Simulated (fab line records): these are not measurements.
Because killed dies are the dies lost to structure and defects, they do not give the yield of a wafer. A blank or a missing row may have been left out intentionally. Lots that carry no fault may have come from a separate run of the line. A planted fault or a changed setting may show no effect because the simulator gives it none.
fab line records | flow n5Finfet
record: lots: 7 | wafers: 21
route steps=1938 shown PAD_METAL@1896
startH: start of the lot's first displayed wafer, in hours after the record's first day | waitH: time in hours since the lot's previous step | " the same as in the row above | L1.1+2: a single row standing in for several wafers | - value missing, or start not given | * or withheld: withheld | < > ~ a bound
route shown NAME@n: NAME is a module with steps in the file, n the number in the route of the first one | usual: mean/standard deviation of fault-free wafers | same: alike in all rows | chamber/n: place in a boat | sites: each site's reading | _std_site: their standard deviation | _edge_site: outer sites' mean less inner sites' | radiusMm: for every site, how far away it sits from the centre of the wafer | mask NAME#n: copy n | behind: the tool/chamber that last shaped the wafer | hold: why the lot went on hold/how many hours it stayed there/how the hold came to an end | device: transistor that didn't switch, given as n, p or np | end of line: tests of these same wafers at the route's end | a step with no rows: only its recipe | killed: count of dies lost to structure and defects at first sort (not the wafer's yield) | map: the dies of a wafer, with x for killed, . for not killed, _ for no die there
set.NAME: the setting the step ran with; set.NAME@STEP: the setting that earlier step ran with | model.NAME: the simulator's own value behind a step, which no gauge read
lots whose settings were changed on purpose; a table a step, a row a wafer
== steps ==
step: N5_PASSIVATION_AL_DEP_21
recipe: material: Al | targetThkA: 28000 | tempC: 400 | timeS: 170 | powerW: 30000 | chamberPressurePa: 0.4 | gas: Ar
lot.wafer | tool          | chamber | startH | waitH | set.timeS | model.Al_of_PASSIVATION_AL_DEP_21.thkNm
L076.2    | pvdSputter-01 | -       | 272.07 | 0.1   | 147.3     | 2430
L076.3    | "             | -       | "      | "     | 147.3     | 2396
L076.4    | "             | -       | "      | "     | 170       | 2794
L081.1    | pvdSputter-01 | -       | 296.88 | 0.1   | 170       | 2815
L081.4    | "             | -       | "      | "     | 170       | 2814
L081.5    | "             | -       | "      | "     | 170       | 2805
L083.1    | pvdSputter-03 | -       | 313.12 | 0.1   | 170       | 2743
L083.2    | "             | -       | "      | "     | 170       | 2782
L083.5    | "             | -       | "      | "     | 170       | 2744
L091.1    | pvdSputter-01 | -       | 372.67 | 0.1   | 170       | 2820
L091.3    | "             | -       | "      | "     | 170       | 2843
L091.6    | "             | -       | "      | "     | 170       | 2833
L090.4    | pvdSputter-02 | -       | 389.16 | 0.1   | 170       | 2809
L090.5    | "             | -       | "      | "     | 184.6     | 3048
L090.6    | "             | -       | "      | "     | 170       | 2859
L093.1    | pvdSputter-01 | -       | 415.38 | 0.1   | 170       | 2752
L093.3    | "             | -       | "      | "     | 170       | 2787
L093.6    | "             | -       | "      | "     | 170       | 2778
L095.1    | pvdSputter-02 | -       | 460.91 | 0.1   | 170       | 2841
L095.5    | "             | -       | "      | "     | 147.9     | 2510
L095.6    | "             | -       | "      | "     | 170       | 2794
== key ==
split: step: N5_PASSIVATION_AL_DEP_21 | setting: timeS | stated: 170 | by: wafer
response: step: N5_PASSIVATION_AL_DEP_21 | reading: model.Al_of_PASSIVATION_AL_DEP_21.thkNm | change: +26 | per: 1% | r: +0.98
